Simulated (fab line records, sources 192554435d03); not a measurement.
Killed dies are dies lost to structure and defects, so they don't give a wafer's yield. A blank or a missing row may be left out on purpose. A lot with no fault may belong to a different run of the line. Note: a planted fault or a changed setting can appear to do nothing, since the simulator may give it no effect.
fab line records    flow n5Finfet
[record] lots = 7  wafers = 20  lastDay = 17
route steps=1938 shown BEOL_M6@1239 PASSIVATION@1936
lots untouched by any fault: they come from a run of this same line in which no faults occurred
startH: hours from the record's first day to the start of the lot's first wafer shown    waitH: hours since the lot's step before    " the same as in the row above    L1.1+2: several wafers, shown together as one row    - no value, or no start given    * or withheld: withheld    < > ~ a bound
route shown NAME@n: names a module that has steps shown in the file, with the first one's number in the route    usual: mean and standard deviation over wafers with no fault    same: alike in all rows    chamber/n: place in a boat    sites: per-site readings    _std_site: their standard deviation    _edge_site: outer sites' mean less inner sites'    radiusMm: for every site, how far away it sits from the centre of the wafer    mask NAME#n: copy n    behind: the tool/chamber that last shaped the wafer    hold: why the lot was held/for how many hours/how that ended    device: names the non-switching transistor (n, p or np)    end of line: the route-end tests of the same wafers    step lacking rows: just its recipe    killed: count of dies lost to structure and defects at first sort (not the wafer's yield)    map: a wafer's dies, marking killed ones x, the rest . and places with no die _
set.NAME: the run value of the setting; set.NAME@STEP: its run value at that earlier step    model.NAME: the simulator's own value behind a step, which no gauge read
lots at selected steps of the route; one table per step, one row per wafer
services: the hour from which a tool's chamber was out of use, counted from the record's first day as startH (under 0 if before that day), plus the number of hours and why
[[steps]]
[step N5_BEOL_M6_TRENCH_ETCH_37]
[recipe] chemistry = C4F6/O2  targetDepthA = 944.35  target = SiCOH_lowk  timeS = 31.5  ionEnergyEv = 250  pressureMtorr = 30  sourceW = 345  biasW = 185  Ar_flow_sccm = 300  C4F6_flow_sccm = 10  O2_flow_sccm = 10
[step N5_BEOL_M6_ETCH_41]
[recipe] chemistry = CH3F/O2  target = SiCN  targetDepthA = 297  taperDeg = 2  timeS = 52  ionEnergyEv = 120  maskMaterial = TiN  pressureMtorr = 30  sourceW = 395  biasW = 75  Ar_flow_sccm = 150  CH3F_flow_sccm = 30  O2_flow_sccm = 20
[usual] O2_flow_sccm = 20.00/0.058  drypumpMotorCurrentA = 5.7/0.67  oesProductAu = 0.82/0.075  rfVppV = 297.0/1.8  showerheadPlenumPTorr = 1.99/0.084  throttleValvePct = 16.29/0.25
lot.wafer  tool        chamber  startH  waitH  O2_flow_sccm  drypumpMotorCurrentA  oesProductAu  rfHoursCounterH  rfVppV  showerheadPlenumPTorr  throttleValvePct
L892.1     rieDiel-03  3        -       -      20.01         6.6                   0.93          22               299.5   2.14                   16.09
L892.5     "           2        "       "      20.02         4.8                   0.90          -                297.1   1.94                   15.81
L892.6     "           1        "       "      20.01         6.5                   0.68          -                294.4   1.90                   16.66
L899.4     rieDiel-03  1        -       -      20.00         6.6                   0.66          245              294.3   1.89                   16.66
L899.5     "           3        "       "      19.92         6.5                   0.88          -                300.0   2.14                   16.11
L899.6     "           0        "       "      20.05         5.0                   0.85          -                298.9   2.04                   16.50
L901.1     rieDiel-03  1        -       -      20.02         6.6                   0.67          247              295.8   1.89                   16.67
L901.3     "           2        "       "      19.97         4.8                   0.87          51               294.8   1.94                   15.86
L901.4     "           0        "       "      19.86         5.0                   0.86          59               299.1   2.04                   16.50
L904.2     rieDiel-03  2        -       -      19.97         4.8                   0.85          60               296.1   1.93                   15.87
L904.6     "           2        "       "      19.99         4.8                   0.86          -                296.3   1.93                   15.86
L909.1     rieDiel-03  0        -       -      19.97         5.0                   0.82          80               297.8   2.03                   16.52
L909.3     "           2        "       "      20.01         4.8                   0.85          72               295.6   1.93                   15.90
L909.6     "           3        "       "      20.02         6.5                   0.84          -                298.9   2.13                   16.16
L913.1     rieDiel-04  0        -       -      19.88         5.5                   0.71          186              294.9   1.90                   16.38
L913.4     "           2        "       "      19.95         5.9                   0.91          17               295.3   1.96                   16.14
L913.6     "           0        "       "      19.96         5.5                   0.70          -                296.3   1.90                   16.38
L915.1     rieDiel-03  3        -       -      20.05         6.5                   0.83          74               301.2   2.12                   16.18
L915.4     "           2        "       "      20.04         4.8                   0.82          83               295.6   1.93                   15.92
L915.5     "           2        "       "      19.95         4.8                   0.82          -                296.0   1.93                   15.92
[step N5_BEOL_M6_STRIP_80]
[recipe] chemistry = N2/H2  timeS = 10  powerW = 450  tempC = 40  pressureMtorr = 20  rfFrequencyHz = 6e+07  biasPowerW = 7  n2FlowSccm = 200  h2FlowSccm = 200
[usual] drypumpMotorCurrentA = 5.7/0.67  oesProductAu = 0.83/0.076  rfVppV = 59.1/0.87  showerheadPlenumPTorr = 2.52/0.097  throttleValvePct = 23.68/0.29
lot.wafer  tool        chamber  startH  waitH  drypumpMotorCurrentA  oesProductAu  rfHoursCounterH  rfVppV  showerheadPlenumPTorr  throttleValvePct
L892.1     rieDiel-03  3        -       -      6.5                   0.93          22               58.4    2.69                   23.15
L892.5     "           2        "       "      4.8                   0.91          -                57.9    2.50                   23.44
L892.6     "           1        "       "      6.6                   0.70          -                58.1    2.42                   24.25
L899.4     rieDiel-03  1        -       -      6.6                   0.67          245              58.4    2.41                   24.28
L899.5     "           3        "       "      6.5                   0.89          -                58.9    2.68                   23.18
L899.6     "           0        "       "      5.0                   0.85          -                59.3    2.58                   23.73
L901.1     rieDiel-03  1        -       -      6.6                   0.67          247              56.9    2.41                   24.28
L901.3     "           2        "       "      4.8                   0.87          51               58.4    2.49                   23.49
L901.4     "           0        "       "      5.0                   0.86          59               58.4    2.58                   23.74
L904.2     rieDiel-03  2        -       -      4.8                   0.86          60               58.4    2.49                   23.49
L904.6     "           2        "       "      4.8                   0.86          -                58.9    2.49                   23.50
L909.1     rieDiel-03  0        -       -      5.0                   0.83          80               61.3    2.57                   23.75
L909.3     "           2        "       "      4.8                   0.84          72               59.4    2.48                   23.51
L909.6     "           3        "       "      6.5                   0.85          -                59.6    2.67                   23.21
L913.1     rieDiel-04  0        -       -      5.5                   0.71          186              60.4    2.42                   23.78
L913.4     "           2        "       "      5.9                   0.91          17               58.6    2.49                   23.59
L913.6     "           0        "       "      5.5                   0.72          -                59.4    2.42                   23.78
L915.1     rieDiel-03  3        -       -      6.5                   0.84          74               58.0    2.66                   23.22
L915.4     "           2        "       "      4.8                   0.84          83               58.4    2.48                   23.53
L915.5     "           2        "       "      4.8                   0.84          -                59.4    2.48                   23.53
[step N5_BEOL_M6_OCD_MEAS_38]
[usual] trenchDepthNm = 94.6/1.8
lot.wafer  tool    chamber  startH  waitH  trenchDepthNm
L892.1     ocd-02  -        182.15  -      98.9
L892.5     "       -        "       "      95.8
L892.6     "       -        "       "      94.0
L899.4     ocd-01  -        227.76  -      94.4
L899.5     "       -        "       "      97.3
L899.6     "       -        "       "      94.3
L901.1     ocd-01  -        236.17  -      92.6
L901.3     "       -        "       "      94.7
L901.4     "       -        "       "      93.6
L904.2     ocd-01  -        257.24  -      94.0
L904.6     "       -        "       "      93.7
L909.1     ocd-02  -        287.42  -      94.7
L909.3     "       -        "       "      95.6
L909.6     "       -        "       "      97.7
L913.1     ocd-02  -        312.83  -      91.9
L913.4     "       -        "       "      96.0
L913.6     "       -        "       "      92.1
L915.1     ocd-01  -        322.16  -      96.6
L915.4     "       -        "       "      94.3
L915.5     "       -        "       "      94.7
[step N5_BEOL_M6_HM_STRIP_39]
[recipe] chemistry = peroxideTinStrip  material = TiN  targetDepthA = 250  tempC = 50  timeS = 158
[step N5_BEOL_M6_SRD_40]
[recipe] timeS = 30  tempC = 23  rinseLiquid = diw  dry = ipaMarangoni
[step N5_BEOL_M6_PRECLEAN_42]
[recipe] chemistry = residueRemover  timeS = 60  tempC = 40
[step N5_BEOL_M6_SRD_43]
[recipe] timeS = 30  tempC = 23  rinseLiquid = diw  dry = ipaMarangoni
[step N5_BEOL_M6_CD_MEAS_35]
[recipe] targetCdNm = 40  targetCdYNm = 28  polarity = opening
[usual] cdNm = 40.0/0.56
lot.wafer  tool      chamber  startH  waitH  cdNm
L892.1     cdSem-02  -        182.31  0.0    40.2
L892.5     "         -        "       "      40.7
L892.6     "         -        "       "      40.1
L899.4     cdSem-02  -        227.92  0.0    39.4
L899.5     "         -        "       "      40.0
L899.6     "         -        "       "      39.4
L901.1     cdSem-01  -        236.32  0.0    40.3
L901.3     "         -        "       "      40.1
L901.4     "         -        "       "      39.5
L904.2     cdSem-01  -        257.40  0.0    40.2
L904.6     "         -        "       "      40.3
L909.1     cdSem-01  -        287.57  0.0    41.2
L909.3     "         -        "       "      40.9
L909.6     "         -        "       "      40.9
L913.1     cdSem-03  -        312.98  0.0    39.0
L913.4     "         -        "       "      39.2
L913.6     "         -        "       "      38.5
L915.1     cdSem-02  -        322.31  0.0    40.6
L915.4     "         -        "       "      40.2
L915.5     "         -        "       "      40.9
[step N5_BEOL_M6_CURE_75]
[recipe] tempC = 370  timeS = 120  ambient = DMADMS/He  material = SiCOH_lowk
[usual] lampPowerPct = 52.32/0.049  wafer_temp_C_max = 371.8/0.72
lot.wafer  tool       chamber  startH  waitH  lampPowerPct  wafer_temp_C_max
L892.1     uvCure-03  0        182.52  0.2    52.32         372.6
L892.5     "          0        "       "      52.37         373.0
L892.6     "          0        "       "      52.32         373.1
L899.4     uvCure-01  1        228.10  0.2    52.27         371.3
L899.5     "          1        "       "      52.40         370.5
L899.6     "          1        "       "      52.28         370.6
L901.1     uvCure-01  2        236.38  0.1    52.38         372.2
L901.3     "          2        "       "      52.32         372.2
L901.4     "          2        "       "      52.29         372.4
L904.2     uvCure-01  1        257.49  0.1    52.37         370.8
L904.6     "          1        "       "      52.23         371.8
L909.1     uvCure-01  1        287.61  0.0    52.28         371.1
L909.3     "          1        "       "      52.29         370.8
L909.6     "          1        "       "      52.30         370.8
L913.1     uvCure-01  2        313.02  0.0    52.39         372.1
L913.4     "          2        "       "      52.33         371.7
L913.6     "          2        "       "      52.36         372.6
L915.1     uvCure-03  2        322.35  0.0    52.20         372.6
L915.4     "          2        "       "      52.26         372.3
L915.5     "          2        "       "      52.41         372.9
[step N5_BEOL_M6_DEGAS_44]
[recipe] ambient = vacuum  tempC = 250  timeS = 60
[usual] heaterPowerW = 331/41
lot.wafer  tool           chamber  startH  waitH  heaterPowerW
L892.1     pvdSputter-01  -        182.86  0.3    320
L892.5     "              -        "       "      320
L892.6     "              -        "       "      393
L899.4     pvdSputter-01  -        228.58  0.4    318
L899.5     "              -        "       "      385
L899.6     "              -        "       "      291
L901.1     pvdSputter-03  -        237.30  0.8    384
L901.3     "              -        "       "      316
L901.4     "              -        "       "      362
L904.2     pvdSputter-01  -        259.31  1.8    402
L904.6     "              -        "       "      319
L909.1     pvdSputter-02  -        288.62  0.9    325
L909.3     "              -        "       "      283
L909.6     "              -        "       "      334
L913.1     pvdSputter-02  -        313.71  0.6    380
L913.4     "              -        "       "      325
L913.6     "              -        "       "      312
L915.1     pvdSputter-01  -        322.69  0.3    394
L915.4     "              -        "       "      292
L915.5     "              -        "       "      288
[step N5_BEOL_M6_PRE_CLEAN_45]
[recipe] gas = H2/He  timeS = 30  tempC = 250
[step N5_BEOL_M6_ALD_77]
[recipe] material = TaN  targetThkA = 20  tempC = 275  aldPrecursorFamily = PDMAT  aldCoReactant = NH3  pressureTorr = 3  carrierFlowSccm = 1500  pulseTimeS = 2  purgeTimeS = 3  coReactantPurgeTimeS = 2  coReactantPulseTimeS = 3  aldCycles = 40  precursorVesselTempC = 75  precursorVesselPressureTorr = 26.25  precursorVesselCarrierSccm = 1000
[usual] chamberPressureTorr = 3.000/0.0068  coReactantPulseTimeS = 3/0  heaterPowerW = 412/44
lot.wafer  tool         chamber  startH  waitH  chamberPressureTorr  coReactantPulseTimeS  heaterPowerW
L892.1     aldMetal-01  2        182.97  0.0    2.994                3                     498
L892.5     "            3        "       "      2.998                3                     436
L892.6     "            2        "       "      3.005                3                     519
L899.4     aldMetal-02  3        228.78  0.1    2.994                3.2406                440
L899.5     "            0        "       "      2.995                3                     476
L899.6     "            3        "       "      3.010                3                     426
L901.1     aldMetal-02  2        237.40  0.0    3.008                3                     368
L901.3     "            3        "       "      3.006                3                     429
L901.4     "            2        "       "      3.003                3.2406                377
L904.2     aldMetal-02  3        259.41  0.0    3.003                3.2406                427
L904.6     "            3        "       "      2.996                3                     431
L909.1     aldMetal-03  0        288.75  0.1    2.994                3                     397
L909.3     "            2        "       "      3.000                3                     385
L909.6     "            3        "       "      3.001                3                     339
L913.1     aldMetal-02  1        313.81  0.0    2.991                3                     374
L913.4     "            0        "       "      2.984                3                     459
L913.6     "            1        "       "      3.002                3                     386
L915.1     aldMetal-02  2        322.80  0.1    3.011                3                     374
L915.4     "            3        "       "      2.990                3                     421
L915.5     "            2        "       "      3.001                3                     374
[step N5_BEOL_M6_SURFACE_TREAT_79]
[recipe] gas = Ar  timeS = *  ionEnergyEv = *  ionCurrentMaCm2 = 0.5  pressureMtorr = *  arFlowSccm = 30
[usual] throttleValvePct = *
lot.wafer  tool           chamber  startH  waitH  throttleValvePct
L892.1     pvdSputter-03  -        183.29  0.2    *
L892.5     "              -        "       "      *
L892.6     "              -        "       "      *
L899.4     pvdSputter-01  -        229.24  0.3    *
L899.5     "              -        "       "      *
L899.6     "              -        "       "      *
L901.1     pvdSputter-01  -        237.75  0.2    *
L901.3     "              -        "       "      *
L901.4     "              -        "       "      *
L904.2     pvdSputter-01  -        259.73  0.2    *
L904.6     "              -        "       "      *
L909.1     pvdSputter-01  -        290.15  1.3    *
L909.3     "              -        "       "      *
L909.6     "              -        "       "      *
L913.1     pvdSputter-02  -        314.11  0.2    *
L913.4     "              -        "       "      *
L913.6     "              -        "       "      *
L915.1     pvdSputter-01  -        323.09  0.2    *
L915.4     "              -        "       "      *
L915.5     "              -        "       "      *
[step N5_PASSIVATION_PROBE_49]
[usual] defectLimitedYield = 91.0/1.3  killed_at_M0_to_M3 = 36/9.5  killed_at_M4_up = 14/5.6  killedAtContacts = 12/6.4  killedAtFrontEnd = 40/10  killedAtOther = 3.2/3  killedDies = 107/15  killedOpen = 69/12  killedShort = 35/7.7  sort_bin_5_function = 5.3/0.91  sort_bin_6_memory = 3.3/0.65  sortNPass = 1073/15  sortYieldPct = 91.0/1.3
[same] grossDies = 1180  killedAtBackSide = 0  sort_bin_4_leakage[%] = 0  sort_bin_8_speed[%] = 0
lot.wafer  tool       chamber  startH  waitH  defectLimitedYield[%]  killed_at_M0_to_M3  killed_at_M4_up  killedAtContacts  killedAtFrontEnd  killedAtOther  killedDies  killedOpen  killedShort  sort_bin_5_function[%]  sort_bin_6_memory[%]  sortNPass  sortYieldPct[%]
L892.1     prober-02  -        270.11  0.0    91.5                   29                  10               4                 52                5              100         71          29           5.4                     2.8                   1080       91.5
L892.5     prober-02  -        270.31  0.2    92.5                   24                  16               11                28                10             89          59          30           4.3                     3.0                   1091       92.5
L892.6     prober-02  -        270.36  0.3    93.9                   28                  9                11                24                0              72          52          19           3.3                     2.4                   1108       93.9
L899.4     prober-01  -        309.44  0.2    92.0                   16                  14               8                 54                2              94          58          27           3.9                     3.0                   1086       92.0
L899.5     prober-01  -        309.49  0.2    90.8                   41                  14               7                 42                5              109         78          29           5.3                     3.3                   1071       90.8
L899.6     prober-01  -        309.54  0.3    90.8                   35                  12               11                47                4              109         60          49           5.3                     3.5                   1071       90.8
L913.1     prober-01  -        403.33  0.0    93.5                   24                  13               13                27                0              77          57          20           3.6                     2.6                   1103       93.5
L913.4     prober-01  -        403.48  0.2    91.3                   40                  13               22                25                3              103         76          23           5.2                     3.4                   1077       91.3
L913.6     prober-01  -        403.58  0.3    92.9                   26                  15               16                27                0              84          55          27           4.5                     2.4                   1096       92.9
// killed by level:class
L892.1 STI_FIN_REVEAL:geometricParticle:open=24 FIN_SAQP:geometricParticle:open=10 BEOL_M2:geometricParticle:open=10 BEOL_M0_SAQP:geometricParticle:short=7 BEOL_M4:geometricParticle:open=7 STI_FIN_REVEAL:geometricParticle:short=5 BEOL_M0_SAQP:geometricParticle:open=5 STARTING-WAFER:geometricParticle:short=3
L892.5 MOL_CONTACT_COAG:geometricParticle:open=9 BEOL_M1:geometricParticle:open=8 FIN_SAQP:geometricParticle:short=6 BEOL_M4:geometricParticle:open=6 FIN_SAQP:geometricParticle:open=5 BEOL_M3:geometricParticle:open=5 BEOL_M4:geometricParticle:short=5 BEOL_M0_SAQP:geometricParticle:short=3
L892.6 BEOL_M2:geometricParticle:open=12 MOL_CONTACT_COAG:geometricParticle:open=8 FIN_SAQP:geometricParticle:open=6 BEOL_M4:geometricParticle:open=6 STI_FIN_REVEAL:geometricParticle:open=4 DUMMY_GATE:geometricParticle:open=4 STI_FIN_REVEAL:geometricParticle:short=3 MOL_CONTACT_COAG:geometricParticle:short=3
L899.4 FIN_SAQP:geometricParticle:open=11 HKMG_FIN:areaEtch=9 FIN_SAQP:geometricParticle:short=7 BEOL_M4:geometricParticle:open=7 STI_FIN_REVEAL:geometricParticle:open=6 MOL_CONTACT_COAG:geometricParticle:open=6 DUMMY_GATE:geometricParticle:open=5 BEOL_M3:geometricParticle:open=5
L899.5 FIN_SAQP:geometricParticle:open=11 BEOL_M3:geometricParticle:open=10 BEOL_M0_SAQP:geometricParticle:short=9 BEOL_M1:geometricParticle:open=8 DUMMY_GATE:geometricParticle:open=6 MOL_CONTACT_COAG:geometricParticle:open=6 STI_FIN_REVEAL:geometricParticle:open=5 GATE_CUT:geometricParticle:short=5
L899.6 FIN_SAQP:geometricParticle:short=11 MOL_CONTACT_COAG:geometricParticle:open=9 FIN_SAQP:geometricParticle:open=8 BEOL_M0_SAQP:geometricParticle:short=8 BEOL_M3:geometricParticle:open=8 BEOL_M3:geometricParticle:short=8 BEOL_M0_SAQP:geometricParticle:open=7 BEOL_M4:geometricParticle:open=7
L913.1 MOL_CONTACT_COAG:geometricParticle:open=11 FIN_SAQP:geometricParticle:short=7 BEOL_M4:geometricParticle:open=7 BEOL_M3:geometricParticle:open=6 BEOL_M2:geometricParticle:open=6 BEOL_M0_SAQP:geometricParticle:open=5 FIN_SAQP:geometricParticle:open=4 GATE_CUT:geometricParticle:short=4
L913.4 MOL_CONTACT_COAG:geometricParticle:open=17 FIN_SAQP:geometricParticle:open=10 BEOL_M0_SAQP:geometricParticle:open=9 BEOL_M1:geometricParticle:open=7 STI_FIN_REVEAL:geometricParticle:open=6 BEOL_M2:geometricParticle:open=6 MOL_CONTACT_COAG:geometricParticle:short=5 BEOL_M3:geometricParticle:open=5
L913.6 MOL_CONTACT_COAG:geometricParticle:open=11 BEOL_M2:geometricParticle:open=10 GATE_CUT:geometricParticle:short=5 MOL_CONTACT_COAG:geometricParticle:short=5 BEOL_M4:geometricParticle:open=5 FIN_SAQP:geometricParticle:open=4 GATE_CUT:geometricParticle:open=4 BEOL_M0_SAQP:geometricParticle:short=4
[[services]]
tool           chamber  startH  hours  kind
aldMetal-02    -        160.91  2.8    pm
uvCure-03      -        161.20  2.8    pm
uvCure-01      -        165.90  2.1    pm
aldMetal-01    1        166.47  37.5   repair
aldMetal-01    -        174.89  1.0    repair
uvCure-01      -        176.41  1.2    repair
aldMetal-03    -        194.52  6.0    pm
aldMetal-01    -        202.97  0.9    repair
aldMetal-02    0        232.68  5.0    repair
aldMetal-03    -        234.85  8.7    pm
uvCure-03      -        238.00  2.1    pm
rieDiel-03     1        241.09  -      clean
rieDiel-03     1        241.09  -      consumableReplace:focusRing
rieDiel-03     1        241.09  -      consumableReplace:showerhead
rieDiel-03     1        241.09  30.5   scheduledDown
aldMetal-03    0        250.12  27.4   repair
aldMetal-02    3        253.00  4.2    repair
aldMetal-02    -        262.73  0.6    repair
pvdSputter-01  -        265.37  5.6    repair
uvCure-03      -        279.94  5.0    repair
rieDiel-04     3        281.53  2.6    repair
aldMetal-02    -        283.56  8.7    pm
uvCure-03      -        302.61  6.0    pm
rieDiel-04     -        311.41  0.7    repair
[[key]]
[firstSign] step = N5_BEOL_M6_ALD_77  reading = coReactantPulseTimeS  direction = up  sigmas = 99+  usual = *  struck = *
effect none on later readings
metAt N5_BEOL_M6_ALD_77
struckWafers L899.4,L901.4,L904.2
[fault] kind = processParameterDrift  tool = aldMetal-02  chamber = -  onsetH = 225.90  steps = N5_BEOL_M6_ALD_77  channel = coReactantPulseTimeS  offset = *  shape = step  endH = 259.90  scope = struckWafersOnly  actsIn = *  stated = *
